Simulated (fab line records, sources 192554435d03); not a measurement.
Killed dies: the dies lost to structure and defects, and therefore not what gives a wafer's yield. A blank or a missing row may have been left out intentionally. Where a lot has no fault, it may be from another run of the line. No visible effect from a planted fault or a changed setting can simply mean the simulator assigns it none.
fab line records || flow n5-finfet
[record] {"lots": 4, "wafers": 12, "last-day": 17}
route steps=1938 shown BEOL_M7@1299 BEOL_M8@1332 PASSIVATION@1936
lots untouched by any fault: they come from a run of this same line in which no faults occurred
start-h: the number of hours between the record's first day and the start of the first shown wafer of the lot || wait-h: hours since the lot's step before || " same as the row above || L1.1+2: several wafers, shown together as one row || - value missing, or start not given || * or withheld: withheld || < > ~ a bound
route shown NAME@n: NAME is a module with steps in the file, n the number in the route of the first one || usual: average and standard deviation across the fault-free wafers || same: alike in all rows || chamber/n: place in a boat || sites: each site's reading || _std_site: the values' standard deviation || _edge_site: outer sites' mean less inner sites' || radius-mm: how far each site lies from the wafer's centre || mask NAME#n: copy n || behind: tool/chamber where the wafer was last shaped || hold: why the lot was held/for how many hours/how that ended || device: names the non-switching transistor (n, p or np) || end of line: the same wafers' tests at the end of the route || a step with no rows: only its recipe || killed: count of dies lost to structure and defects at first sort (not the wafer's yield) || map: the dies of a wafer, with x for killed, . for not killed, _ for no die there
set.NAME: the setting that was run; set.NAME@STEP: the one run at that earlier step || model.NAME: the simulator's own value behind a step, which no gauge read
a table for each step, a row for each wafer; lots at some steps of the route
services: from which hour (start-h, from the record's first day; less than 0 if before it) a tool's chamber was out of use, for how many hours, and why
[[steps]]
[step N5_BEOL_M7_DESCUM_33]
[recipe] {"chemistry": "O2", "time-s": 7, "source-power-w": 50, "bias-power-w": 20, "pressure-mtorr": 20, "rf-frequency-hz": 2.712e+07, "temp-c": 40, "resist": "CAR-EUV", "o2-flow-sccm": 225}
[step N5_BEOL_M7_ETCH_72]
[recipe] {"chemistry": "N2/H2", "target": "underlayer", "target-depth-a": 65, "mask-material": "CAR-EUV", "time-s": 5.2, "ion-energy-ev": 200, "pressure-mtorr": 30, "source-w": 840, "bias-w": 150, "n2-flow-sccm": 200, "h2-flow-sccm": 200, "ends": "cleared"}
[step N5_BEOL_M7_ETCH_65]
[recipe] {"chemistry": "CF4", "target": "SiARC", "target-depth-a": 156, "mask-material": "CAR-EUV", "time-s": 26, "ion-energy-ev": 80, "pressure-mtorr": 40, "source-w": 545, "bias-w": 36, "Ar_flow_sccm": 100, "cf4-flow-sccm": 100, "ends": "cleared"}
[step N5_BEOL_M7_ETCH_66]
[recipe] {"chemistry": "N2/H2", "target": "SOC", "target-depth-a": 800, "overetch-a": 160, "mask-material": "SiARC", "temp-c": 40, "time-s": 120, "ion-energy-ev": 200, "pressure-mtorr": 30, "source-w": 840, "bias-w": 150, "n2-flow-sccm": 200, "h2-flow-sccm": 200}
[step N5_BEOL_M7_STRIP_69]
[recipe] {"chemistry": "N2/H2", "temp-c": 40, "n2-flow-sccm": 200, "h2-flow-sccm": 200, "rf-frequency-hz": 6e+07}
[step N5_BEOL_M7_STRIP_73]
[recipe] {"chemistry": "N2/H2", "temp-c": 40, "n2-flow-sccm": 200, "h2-flow-sccm": 200, "rf-frequency-hz": 6e+07}
[step N5_BEOL_M7_VIA_ETCH_34]
[recipe] {"chemistry": "C4F6/O2", "target": "SiCOH_lowk", "target-depth-a": 1255, "mask-material": "SOC", "taper-deg": 4, "time-s": 50.5, "ion-energy-ev": 250, "pressure-mtorr": 30, "source-w": 345, "bias-w": 185, "Ar_flow_sccm": 300, "C4F6_flow_sccm": 10, "O2_flow_sccm": 10}
[step N5_BEOL_M7_STRIP_76]
[recipe] {"chemistry": "C4F6/O2", "resist": "SiARC", "rf-frequency-hz": 6e+07}
[step N5_BEOL_M7_STRIP_36]
[recipe] {"chemistry": "N2/H2", "power-w": 450, "temp-c": 40, "pressure-mtorr": 20, "rf-frequency-hz": 6e+07, "overash-fraction": 0.3, "bias-power-w": 7, "h2-frac": 0.5, "n2-flow-sccm": 200, "h2-flow-sccm": 200}
[step N5_BEOL_M7_TRENCH_ETCH_37]
[recipe] {"chemistry": "C4F6/O2", "target-depth-a": 934.78, "target": "SiCOH_lowk", "time-s": 31.2, "ion-energy-ev": 250, "pressure-mtorr": 30, "source-w": 345, "bias-w": 185, "Ar_flow_sccm": 300, "C4F6_flow_sccm": 10, "O2_flow_sccm": 10}
[step N5_BEOL_M7_ETCH_41]
[recipe] {"chemistry": "CH3F/O2", "target": "SiCN", "target-depth-a": 319, "taper-deg": 2, "time-s": 57.8, "ion-energy-ev": 120, "mask-material": "TiN", "pressure-mtorr": 30, "source-w": 395, "bias-w": 75, "Ar_flow_sccm": 150, "CH3F_flow_sccm": 30, "O2_flow_sccm": 20}
[step N5_BEOL_M7_STRIP_80]
[recipe] {"chemistry": "N2/H2", "time-s": 10, "power-w": 450, "temp-c": 40, "pressure-mtorr": 20, "rf-frequency-hz": 6e+07, "bias-power-w": 7, "n2-flow-sccm": 200, "h2-flow-sccm": 200}
[usual] {"drypump-motor-current-A": "5.9/0.35", "h2-flow-sccm": "200.0/0.55", "oes-product-au": "0.77/0.069", "rf-vpp-V": "59.0/0.92", "showerhead-plenum-p-Torr": "2.48/0.11", "throttle-valve-pct": "23.6/0.35"}
{"lot.wafer": "L901.1", "tool": "rie-diel-02", "chamber": 2, "start-h": 203.52, "wait-h": "-", "drypump-motor-current-A": 5.7, "h2-flow-sccm": 199.5, "oes-product-au": 0.83, "rf-hours-counter-h": 71, "rf-vpp-V": 59.8, "showerhead-plenum-p-Torr": 2.70, "throttle-valve-pct": 23.9}
{"lot.wafer": "L901.3", "tool": "rie-diel-02", "chamber": 0, "start-h": 203.52, "wait-h": "-", "drypump-motor-current-A": 5.3, "h2-flow-sccm": 200.1, "oes-product-au": 0.75, "rf-hours-counter-h": 161, "rf-vpp-V": 59.0, "showerhead-plenum-p-Torr": 2.51, "throttle-valve-pct": 23.4}
{"lot.wafer": "L901.4", "tool": "rie-diel-02", "chamber": 3, "start-h": 203.52, "wait-h": "-", "drypump-motor-current-A": 6.2, "h2-flow-sccm": 199.7, "oes-product-au": 0.83, "rf-hours-counter-h": 81, "rf-vpp-V": 58.1, "showerhead-plenum-p-Torr": 2.44, "throttle-valve-pct": 23.4}
{"lot.wafer": "L909.2", "tool": "rie-diel-05", "chamber": 0, "start-h": 243.57, "wait-h": "-", "drypump-motor-current-A": 5.5, "h2-flow-sccm": 200.3, "oes-product-au": 0.85, "rf-hours-counter-h": 76, "rf-vpp-V": 57.8, "showerhead-plenum-p-Torr": 2.46, "throttle-valve-pct": 23.1}
{"lot.wafer": "L909.3", "tool": "rie-diel-05", "chamber": 2, "start-h": 243.57, "wait-h": "-", "drypump-motor-current-A": 6.0, "h2-flow-sccm": 199.1, "oes-product-au": 0.74, "rf-hours-counter-h": 152, "rf-vpp-V": 58.1, "showerhead-plenum-p-Torr": 2.34, "throttle-valve-pct": 23.4}
{"lot.wafer": "L909.6", "tool": "rie-diel-05", "chamber": 3, "start-h": 243.57, "wait-h": "-", "drypump-motor-current-A": 5.9, "h2-flow-sccm": 200.2, "oes-product-au": 0.76, "rf-hours-counter-h": "-", "rf-vpp-V": 60.2, "showerhead-plenum-p-Torr": 2.64, "throttle-valve-pct": 24.0}
{"lot.wafer": "L910.2", "tool": "rie-diel-05", "chamber": 2, "start-h": 251.09, "wait-h": "-", "drypump-motor-current-A": 6.0, "h2-flow-sccm": 199.7, "oes-product-au": 0.75, "rf-hours-counter-h": 154, "rf-vpp-V": 58.8, "showerhead-plenum-p-Torr": 2.34, "throttle-valve-pct": 23.4}
{"lot.wafer": "L910.3", "tool": "rie-diel-05", "chamber": 3, "start-h": 251.09, "wait-h": "-", "drypump-motor-current-A": 5.9, "h2-flow-sccm": 199.3, "oes-product-au": 0.76, "rf-hours-counter-h": 169, "rf-vpp-V": 60.1, "showerhead-plenum-p-Torr": 2.64, "throttle-valve-pct": 24.0}
{"lot.wafer": "L910.6", "tool": "rie-diel-05", "chamber": 2, "start-h": 251.09, "wait-h": "-", "drypump-motor-current-A": 6.0, "h2-flow-sccm": 200.1, "oes-product-au": 0.73, "rf-hours-counter-h": "-", "rf-vpp-V": 58.2, "showerhead-plenum-p-Torr": 2.34, "throttle-valve-pct": 23.4}
{"lot.wafer": "L922.2", "tool": "rie-diel-05", "chamber": 1, "start-h": 319.42, "wait-h": "-", "drypump-motor-current-A": 5.5, "h2-flow-sccm": 199.7, "oes-product-au": 0.68, "rf-hours-counter-h": 248, "rf-vpp-V": 60.6, "showerhead-plenum-p-Torr": 2.39, "throttle-valve-pct": 24.4}
{"lot.wafer": "L922.4", "tool": "rie-diel-05", "chamber": 2, "start-h": 319.42, "wait-h": "-", "drypump-motor-current-A": 6.0, "h2-flow-sccm": 200.9, "oes-product-au": 0.71, "rf-hours-counter-h": 177, "rf-vpp-V": 59.5, "showerhead-plenum-p-Torr": 2.33, "throttle-valve-pct": 23.4}
{"lot.wafer": "L922.5", "tool": "rie-diel-05", "chamber": 3, "start-h": 319.42, "wait-h": "-", "drypump-motor-current-A": 5.9, "h2-flow-sccm": 199.7, "oes-product-au": 0.74, "rf-hours-counter-h": "-", "rf-vpp-V": 60.0, "showerhead-plenum-p-Torr": 2.63, "throttle-valve-pct": 24.1}
[step N5_BEOL_M7_HM_STRIP_39]
[recipe] {"chemistry": "peroxide-tin-strip", "material": "TiN", "target-depth-a": 250, "temp-c": 50, "time-s": 158}
[step N5_BEOL_M7_SRD_40]
[recipe] {"time-s": 30, "temp-c": 23, "rinse-liquid": "diw", "dry": "ipa-marangoni"}
[step N5_BEOL_M7_PRECLEAN_42]
[recipe] {"chemistry": "residue-remover", "time-s": 60, "temp-c": 40}
[step N5_BEOL_M7_SRD_43]
[recipe] {"time-s": 30, "temp-c": 23, "rinse-liquid": "diw", "dry": "ipa-marangoni"}
[step N5_BEOL_M7_CURE_75]
[recipe] {"temp-c": 370, "time-s": 120, "ambient": "DMADMS/He", "material": "SiCOH_lowk"}
[step N5_BEOL_M7_DEGAS_44]
[recipe] {"ambient": "vacuum", "temp-c": 250, "time-s": 60}
[step N5_BEOL_M7_PRE_CLEAN_45]
[recipe] {"gas": "H2/He", "time-s": 30, "temp-c": 250}
[step N5_BEOL_M7_ALD_77]
[recipe] {"material": "TaN", "target-thk-a": 20, "temp-c": 275, "ald-precursor-family": "PDMAT", "ald-co-reactant": "NH3", "pressure-torr": 3, "carrier-flow-sccm": 1500, "pulse-time-s": 2, "purge-time-s": 3, "co-reactant-purge-time-s": 2, "co-reactant-pulse-time-s": 3, "ald-cycles": 40, "precursor-vessel-temp-c": 75, "precursor-vessel-pressure-torr": 26.25, "precursor-vessel-carrier-sccm": 1000}
[step N5_BEOL_M7_SURFACE_TREAT_79]
[recipe] {"gas": "Ar", "time-s": "*", "ion-energy-ev": "*", "ion-current-ma-cm2": 0.5, "pressure-mtorr": "*", "ar-flow-sccm": 30}
[step N5_BEOL_M7_CVD_78]
[recipe] {"material": "Co", "target-thk-a": 20, "temp-c": "withheld", "precursor": "CCTBA/H2", "pressure-torr": 30, "time-s": 142.3}
[step N5_BEOL_M7_SPUTTER_48]
[recipe] {"material": "Cu", "target-thk-a": 100, "temp-c": -20, "bias-v": 60, "power-w": 26000, "chamber-pressure-pa": 0.13, "time-s": 1.667}
[step N5_BEOL_M7_ECD_50]
[recipe] {"material": "Cu", "target-thk-a": 3000}
[step N5_BEOL_M7_ANNEAL_51]
[recipe] {"temp-c": 225, "time-s": 90, "ambient": "N2"}
[step N5_BEOL_M7_CMP_52]
[recipe] {"stop-on": "SiCOH_lowk", "t-overpolish-s": 6.9, "down-force-psi": 1, "platen-rpm": 50, "clearing-platen-down-force-psi": 1.5, "clearing-platen-rpm": 50, "post-cmp-clean": "cu-alkaline", "target-thk-nm": 80, "clearing-platen-pad-velocity-m-s": 0.99484, "pad-velocity-m-s": 0.99484}
[step N5_BEOL_M7_PRE_CLEAN_55]
[recipe] {"gas": "NH3", "time-s": 15, "temp-c": "withheld", "rf-power-w": 300}
[step N5_BEOL_M7_DEP_56]
[recipe] {"material": "SiCN", "target-thk-a": 100, "temp-c": "withheld", "precursor": "3MS/NH3", "pressure-torr": 3, "rf-w": 202, "time-s": 17.5}
[step N5_BEOL_M8_ILD_DEP_00]
[recipe] {"material": "SiCOH_lowk", "target-thk-a": 1797.5, "temp-c": 300, "precursor": "DEMS/porogen", "pressure-torr": 5, "rf-w": 500, "time-s": 33.4}
[step N5_BEOL_M8_CURE_74]
[recipe] {"temp-c": 385, "time-s": 240, "ambient": "He/Ar", "material": "SiCOH_lowk"}
[step N5_BEOL_M8_PECVD_70]
[recipe] {"material": "SiO2", "target-thk-a": 200, "temp-c": 400, "precursor": "TEOS/O2", "pressure-torr": 5.5, "rf-w": 450, "teos-flow-sccm": 53.8, "gas": "O2", "flow-sccm": 3000, "time-s": 22.7}
[step N5_BEOL_M8_HM_DEP_02]
[recipe] {"material": "TiN", "target-thk-a": 200, "temp-c": 25, "chamber-pressure-pa": 0.49996}
[step N5_BEOL_M8_COAT_59]
[recipe] {"resist": "SOC", "temp-c": 250, "time-s": 60, "spin-rpm": 1500, "resist-thk-nm": 100}
[step N5_BEOL_M8_COAT_60]
[recipe] {"resist": "SiARC", "temp-c": 220, "time-s": 60, "spin-rpm": 1500, "resist-thk-nm": 35}
[step N5_BEOL_M8_COAT_05]
[recipe] {"resist": "CAR-ArF", "spin-rpm": 1500, "resist-thk-nm": 90}
[step N5_PASSIVATION_PROBE_49]
[usual] {"defect-limited-yield": "91.1/1.4", "killed_at_M0_to_M3": "36/9.9", "killed_at_M4_up": "13/5.8", "killed-at-contacts": "14/5.9", "killed-at-front-end": "39/11", "killed-at-other": "3.4/2.9", "killed-dies": "105/17", "killed-open": "70/13", "killed-short": "34/7.3", "sort_bin_5_function": "5.3/1", "sort_bin_6_memory": "3.3/0.62", "sort-n-pass": "1075/17", "sort-yield-pct": "91.1/1.4"}
[same] {"gross-dies": 1180, "killed-at-back-side": 0, "sort_bin_4_leakage[%]": 0, "sort_bin_8_speed[%]": 0}
{"lot.wafer": "L909.2", "tool": "prober-01", "chamber": "-", "start-h": 322.70, "wait-h": 0.1, "defect-limited-yield[%]": 82.0, "killed_at_M0_to_M3": 32, "killed_at_M4_up": 133, "killed-at-contacts": 12, "killed-at-front-end": 29, "killed-at-other": 6, "killed-dies": 212, "killed-open": 49, "killed-short": 40, "sort_bin_5_function[%]": 9.8, "sort_bin_6_memory[%]": 4.5, "sort-n-pass": 968, "sort-yield-pct[%]": 82.0}
{"lot.wafer": "L909.3", "tool": "prober-01", "chamber": "-", "start-h": 322.75, "wait-h": 0.1, "defect-limited-yield[%]": 80.0, "killed_at_M0_to_M3": 12, "killed_at_M4_up": 160, "killed-at-contacts": 16, "killed-at-front-end": 48, "killed-at-other": 0, "killed-dies": 236, "killed-open": 50, "killed-short": 34, "sort_bin_5_function[%]": 12.5, "sort_bin_6_memory[%]": 3.7, "sort-n-pass": 944, "sort-yield-pct[%]": 80.0}
{"lot.wafer": "L909.6", "tool": "prober-01", "chamber": "-", "start-h": 322.90, "wait-h": 0.3, "defect-limited-yield[%]": 79.8, "killed_at_M0_to_M3": 16, "killed_at_M4_up": 166, "killed-at-contacts": 13, "killed-at-front-end": 43, "killed-at-other": 0, "killed-dies": 238, "killed-open": 60, "killed-short": 25, "sort_bin_5_function[%]": 11.4, "sort_bin_6_memory[%]": 4.7, "sort-n-pass": 942, "sort-yield-pct[%]": 79.8}
{"lot.wafer": "L910.2", "tool": "prober-01", "chamber": "-", "start-h": 323.84, "wait-h": 0.1, "defect-limited-yield[%]": 78.0, "killed_at_M0_to_M3": 47, "killed_at_M4_up": 147, "killed-at-contacts": 23, "killed-at-front-end": 39, "killed-at-other": 4, "killed-dies": 260, "killed-open": 73, "killed-short": 37, "sort_bin_5_function[%]": 12.9, "sort_bin_6_memory[%]": 4.7, "sort-n-pass": 920, "sort-yield-pct[%]": 78.0}
{"lot.wafer": "L910.3", "tool": "prober-01", "chamber": "-", "start-h": 323.89, "wait-h": 0.1, "defect-limited-yield[%]": 80.2, "killed_at_M0_to_M3": 28, "killed_at_M4_up": 174, "killed-at-contacts": 8, "killed-at-front-end": 21, "killed-at-other": 3, "killed-dies": 234, "killed-open": 50, "killed-short": 26, "sort_bin_5_function[%]": 12.0, "sort_bin_6_memory[%]": 4.1, "sort-n-pass": 946, "sort-yield-pct[%]": 80.2}
{"lot.wafer": "L910.6", "tool": "prober-01", "chamber": "-", "start-h": 324.04, "wait-h": 0.3, "defect-limited-yield[%]": 79.5, "killed_at_M0_to_M3": 29, "killed_at_M4_up": 153, "killed-at-contacts": 19, "killed-at-front-end": 40, "killed-at-other": 1, "killed-dies": 242, "killed-open": 58, "killed-short": 30, "sort_bin_5_function[%]": 11.2, "sort_bin_6_memory[%]": 4.3, "sort-n-pass": 938, "sort-yield-pct[%]": 79.5}
{"lot.wafer": "L922.2", "tool": "prober-01", "chamber": "-", "start-h": 400.50, "wait-h": 0.1, "defect-limited-yield[%]": 90.7, "killed_at_M0_to_M3": 48, "killed_at_M4_up": 11, "killed-at-contacts": 17, "killed-at-front-end": 32, "killed-at-other": 2, "killed-dies": 110, "killed-open": 82, "killed-short": 26, "sort_bin_5_function[%]": 6.4, "sort_bin_6_memory[%]": 3.0, "sort-n-pass": 1070, "sort-yield-pct[%]": 90.7}
{"lot.wafer": "L922.4", "tool": "prober-01", "chamber": "-", "start-h": 400.60, "wait-h": 0.2, "defect-limited-yield[%]": 87.1, "killed_at_M0_to_M3": 74, "killed_at_M4_up": 16, "killed-at-contacts": 29, "killed-at-front-end": 30, "killed-at-other": 3, "killed-dies": 152, "killed-open": 103, "killed-short": 48, "sort_bin_5_function[%]": 8.2, "sort_bin_6_memory[%]": 4.3, "sort-n-pass": 1028, "sort-yield-pct[%]": 87.1}
{"lot.wafer": "L922.5", "tool": "prober-01", "chamber": "-", "start-h": 400.65, "wait-h": 0.2, "defect-limited-yield[%]": 90.9, "killed_at_M0_to_M3": 55, "killed_at_M4_up": 17, "killed-at-contacts": 16, "killed-at-front-end": 17, "killed-at-other": 2, "killed-dies": 107, "killed-open": 66, "killed-short": 39, "sort_bin_5_function[%]": 5.7, "sort_bin_6_memory[%]": 3.3, "sort-n-pass": 1073, "sort-yield-pct[%]": 90.9}
// killed by level:class
L909.2 BEOL_M7:unspecified=123 MOL_CONTACT_COAG:geometric-particle:open=9 BEOL_M0_SAQP:geometric-particle:open=7 BEOL_M0_SAQP:geometric-particle:short=7 GATE_CUT:geometric-particle:short=6 BEOL_M1:geometric-particle:short=6 BEOL_M2:geometric-particle:open=5 STI_FIN_REVEAL:geometric-particle:open=4
L909.3 BEOL_M7:unspecified=152 MOL_CONTACT_COAG:geometric-particle:open=12 FIN_SAQP:geometric-particle:short=10 FIN_SAQP:geometric-particle:open=9 BEOL_M1:geometric-particle:short=5 GATE_CUT:geometric-particle:short=5 STI_FIN_REVEAL:geometric-particle:open=4 DUMMY_GATE:geometric-particle:open=4
L909.6 BEOL_M7:unspecified=153 MOL_CONTACT_COAG:geometric-particle:open=13 STI_FIN_REVEAL:geometric-particle:open=12 FIN_SAQP:geometric-particle:short=8 BEOL_M4:geometric-particle:open=6 BEOL_M2:geometric-particle:open=5 ILD0:geometric-particle:open=4 GATE_CUT:geometric-particle:short=4
L910.2 BEOL_M7:unspecified=139 MOL_CONTACT_COAG:geometric-particle:open=16 BEOL_M1:geometric-particle:open=15 BEOL_M0_SAQP:geometric-particle:short=11 HKMG_FIN:area-etch=11 BEOL_M0_SAQP:geometric-particle:open=8 FIN_SAQP:geometric-particle:short=7 MOL_CONTACT_COAG:geometric-particle:short=7
L910.3 BEOL_M7:unspecified=158 MOL_CONTACT_COAG:geometric-particle:open=8 BEOL_M2:geometric-particle:open=7 BEOL_M5:geometric-particle:open=7 FIN_SAQP:geometric-particle:open=4 BEOL_M0_SAQP:geometric-particle:short=4 BEOL_M3:geometric-particle:open=4 BEOL_M0_SAQP:geometric-particle:open=3
L910.6 BEOL_M7:unspecified=145 MOL_CONTACT_COAG:geometric-particle:open=16 BEOL_M0_SAQP:geometric-particle:open=12 HKMG_FIN:area-etch=9 FIN_SAQP:geometric-particle:short=8 BEOL_M2:geometric-particle:open=5 ILD0:geometric-particle:open=5 GATE_CUT:geometric-particle:short=4
L922.2 MOL_CONTACT_COAG:geometric-particle:open=16 BEOL_M3:geometric-particle:open=16 BEOL_M2:geometric-particle:open=11 FIN_SAQP:geometric-particle:open=8 STI_FIN_REVEAL:geometric-particle:open=7 BEOL_M3:geometric-particle:short=5 BEOL_M0_SAQP:geometric-particle:open=4 BEOL_M5:geometric-particle:open=4
L922.4 MOL_CONTACT_COAG:geometric-particle:open=23 BEOL_M2:geometric-particle:open=20 BEOL_M0_SAQP:geometric-particle:open=17 BEOL_M0_SAQP:geometric-particle:short=12 BEOL_M4:geometric-particle:open=7 BEOL_M3:geometric-particle:open=7 FIN_SAQP:geometric-particle:short=6 MOL_CONTACT_COAG:geometric-particle:short=6
L922.5 BEOL_M0_SAQP:geometric-particle:short=15 MOL_CONTACT_COAG:geometric-particle:open=13 BEOL_M0_SAQP:geometric-particle:open=10 BEOL_M2:geometric-particle:open=9 BEOL_M1:geometric-particle:open=7 BEOL_M3:geometric-particle:open=7 FIN_SAQP:geometric-particle:short=4 BEOL_M4:geometric-particle:open=4
// map L909.6 (x killed, . not)
_________________.x..........________________
______________.................._____________
___________........................__________
__________.........................._________
________...x......................x..._______
_______.x.x..............x.............______
______...xx....x................x.x....._____
_____..............x...x.................____
____.......x..................x...........___
___......x...............x.....x...........__
___....x....x..........xx.............x....__
__............x..................x.........x_
__xx........x.x.............x....x.........._
_.........x.......x...x.........xx..x.xx.x..x
_...........x.x...........x....xxxxxxxxxx....
_.........x..................xxxxxxxxxxxx.x..
_....x....x.......x.........xxxxxxxxxxxxx..x.
_....x.................x.....xxxxxxxxxxx.xx..
_........x..x............x..xxxxxxxxxxxxxx.x.
_...x...........xx.......x..xxxxxxxxxxxxxxxx.
_x.......x..x...............xxxxxxxxxxxxxxxxx
__..............x...........xxxxxxxxxxxxxx.x_
__...............x..........xx.xxxxxxxxx...._
___.x.............x...........xxx.xx.xxxx.x__
___...x...x......................xxxxx.x...__
____................x.......x...xxx..xx...___
_____..x.........x...x........x..xx.xx...____
______.......................x.xx.....x._____
_______.............x.....x.........x..______
________.......x..x...x..............._______
__________........x................x_________
___________x..x........x...........__________
______________................x._____________
_________________............________________
// map L910.2 (x killed, . not)
_________________.x..........________________
______________........x.x......._____________
___________....................x...__________
__________..xx....................x._________
________..........x.....x.......x.x..x_______
_______..............xx.x...xx..x....x.______
______.x.............x.................x_____
_____....xx........x..x.x.x............x.____
____..xxxxxxx.....x.x..........x....xx...x___
___..xxxxxxxx.x.x............x..........x..__
___.xxxxxxxxxxx..x........................x__
__xxxxxxxxxxxxxxx.x........................x_
__.xxxxxxxxxxxxxx.xx..................xx...._
_xxxxxxxxxxxxxxxx.x....x...............x.....
_.xxxxxxxxxxxxxxx...x.......x..........x....x
_.x.xxxxxxxxxxx.x............................
_x.xxxxxxxxxxx.xx........x............x...x..
_....xxxxxxxxxx.x.......x..xx...........x....
_x.x.x.xxxxxxxx.x.....x............x......xx.
_....xxx..xxx.......x......x....x.........x..
_.....x..x.....................x.............
__x....x.xx................................._
__...x.....x.......x........x..............x_
___......x...x.......x...................xx__
___..x..x..............................x..x__
____.........x..........x..x..x..........x___
_____...............x..................x.____
______..............x.....x............._____
_______.....x..x.x..................x..______
________...........x.x.....x..x......._______
__________...x...............x..x..._________
___________....x........x.....xxx.x__________
______________.................x_____________
_________________..x.........________________
[[services]]
{"tool": "rie-diel-02", "chamber": 3, "start-h": 192.97, "hours": 4.2, "kind": "repair"}
{"tool": "rie-diel-02", "chamber": 2, "start-h": 230.43, "hours": 75.0, "kind": "repair"}
{"tool": "rie-diel-02", "chamber": "-", "start-h": 257.21, "hours": 15.6, "kind": "pm"}
{"tool": "rie-diel-05", "chamber": 0, "start-h": 261.54, "hours": 19.9, "kind": "repair"}
{"tool": "rie-diel-02", "chamber": 0, "start-h": 278.05, "hours": 4.4, "kind": "repair"}
{"tool": "rie-diel-05", "chamber": "-", "start-h": 298.29, "hours": 4.3, "kind": "pm"}
[[key]]
[first-sign] {"step": "N5_PASSIVATION_PROBE_49", "reading": "killed_at_M4_up", "direction": "up", "sigmas": 25, "usual": 13, "struck": 156}
[effect] {"step": "N5_PASSIVATION_PROBE_49", "reading": "defect-limited-yield", "direction": "down", "sigmas": 7.8, "usual": 91.1, "struck": 79.9}
[more-kills-born-at] {"N5_BEOL_M7_STRIP_80@rie-diel-05": 870}
met-at N5_BEOL_M7_STRIP_80
struck-wafers L909.2,L909.3,L909.6,L910.2,L910.3,L910.6
[baseline-loss] {"step": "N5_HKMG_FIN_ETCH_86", "wafers": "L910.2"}
[fault] {"kind": "chamber-particle-source", "tool": "rie-diel-05", "chamber": "-", "onset-h": 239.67, "steps": "N5_BEOL_M7_STRIP_80", "rate-per-visit-cm2": 1.638, "end-h": 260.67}
// baseline-loss: these wafers lose ten dies or more at that step, a loss of the line's own and not of a fault; the sort's usual values leave them out
